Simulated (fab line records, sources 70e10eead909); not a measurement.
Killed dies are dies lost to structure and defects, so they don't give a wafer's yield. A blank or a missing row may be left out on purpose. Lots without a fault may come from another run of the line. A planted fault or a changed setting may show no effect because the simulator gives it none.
A struck lot beside a sound one | flow nand_harc | 17 steps out of a route of 1302
Sound: wafers L441.2, L441.4, L441.5. Struck: wafers L428.1, L428.3, L428.5. The cause comes at the end.
At each step with rows: each side's tool, then ch and its chambers, then its first start. Under that, the readings that differ: sound wafers | struck wafers | difference of the means | sigmas: that difference in standard deviations of wafers without a fault.
alike: readings whose means differ by less than 2 such deviations, and words and numbers that are the same on both sides. not compared: withheld readings, readings that some wafer has no value for, bounds like >300 that may hide the same value, and numbers for which the record gives no deviation and whose values overlap.
The two part at a step that has a row with sigmas, a row that says differs or no value, or rows on one side only. Numbers that don't overlap but have no deviation are shown without sigmas and don't part them. A reading that every wafer of one side lacks parts them only if that side has two wafers or more.

NHARC_P_M2_INSPECT_11:
  sound on defect_inspect-02, day 13 01:17; struck on defect_inspect-01, day 7 15:54
  alike: raw_defect_count
then, 3 steps without rows for these wafers: NHARC_P_M2_DESCUM_14 (chemistry O2, time 3 s); NHARC_P_M2_ETCH_35 (etches the open film in N2/H2, target depth 40 nm, overetch 12 nm, time 43.94 s); NHARC_P_M2_ETCH_15 (etches the open film in C4F8/Ar, target depth 182.5 nm, time 91.2 s).
NHARC_P_M2_CD_MEAS_16:
  sound on cd_sem-03, day 13 01:40; struck on cd_sem-01, day 7 16:16
  alike: cd_nm
NHARC_P_M2_STRIP_18: strips in N2/H2.
  sound on rie_diel-12 ch 1,2,3, day 13 01:47; struck on rie_diel-07 ch 0,1,2, day 7 16:23
  alike: drypump_motor_current_A, n2_flow_sccm, oes_product_au, rf_vpp_V, showerhead_plenum_p_Torr, throttle_valve_pct
  not compared: rf_hours_counter_h
then, 2 steps without rows for these wafers: NHARC_P_M2_ETCH_28 (etches the open film in CF4/N2, target depth 30 nm, time 72.99 s); NHARC_P_M2_STRIP_19 (strips in post etch residue remover, time 600 s).
NHARC_P_M2_DEGAS_29: time 60 s.
  sound on pvd_sputter-01, day 13 02:23; struck on pvd_sputter-02, day 7 16:58
  alike: heater_power_w
then, 1 step without rows for these wafers: NHARC_P_M2_PRE_CLEAN_30 (time 30 s).
NHARC_P_M2_PVD_20: deposits TaN, target thk 5 nm, time 8.06 s.
  sound on pvd_sputter-01; struck on pvd_sputter-02
  alike: throttle_valve_pct
NHARC_P_M2_PVD_21: deposits Cu, target thk 30 nm, time 20.49 s.
  sound on pvd_sputter-01; struck on pvd_sputter-02
  alike: throttle_valve_pct
NHARC_P_M2_ECD_22: material Cu, target thk 400 nm.
  sound on ecd_cu-02 ch 0,1, day 13 02:44; struck on ecd_cu-02 ch 0,1, day 7 17:53
NHARC_P_M2_ANNEAL_31: time 90 s.
  sound on rtp_anneal-01 ch 0, day 13 03:09; struck on rtp_anneal-01 ch 0, day 7 18:19
  alike: wafer_temp_C_max
NHARC_P_M2_CMP_23: polishes, t overpolish 20 s, target thk 144.3 nm.
  sound on cmp-01 ch 1,3, day 13 03:26; struck on cmp-02 ch 0,1, day 7 18:40
  reading                | sound          | struck         | difference | sigmas
  time_to_endpoint_s (s) | 30.3 26.0 27.8 | 53.3 57.3 54.5 | +27.0      | +11
  alike: motor_current_A
NHARC_P_M2_THK_MEAS_24: measures by xrf.
  sound on film_metro-01, day 13 03:46; struck on film_metro-01, day 7 18:58
  alike: thk_nm
-- the record jumps here: 17 days lie between the struck wafers' starts before and after (it left off in module P_M2 and takes up again in module END, whose first step shown is number 1302 of the route) --
NHARC_END_SORT_01:
  the record has rows for the struck wafers here (prober-02 ch 0, day 25 01:53) and none for the sound ones

WHERE THEY PART
First at NHARC_P_M2_CMP_23; last, within this record, at NHARC_END_SORT_01.

WHY: what the simulator had put in
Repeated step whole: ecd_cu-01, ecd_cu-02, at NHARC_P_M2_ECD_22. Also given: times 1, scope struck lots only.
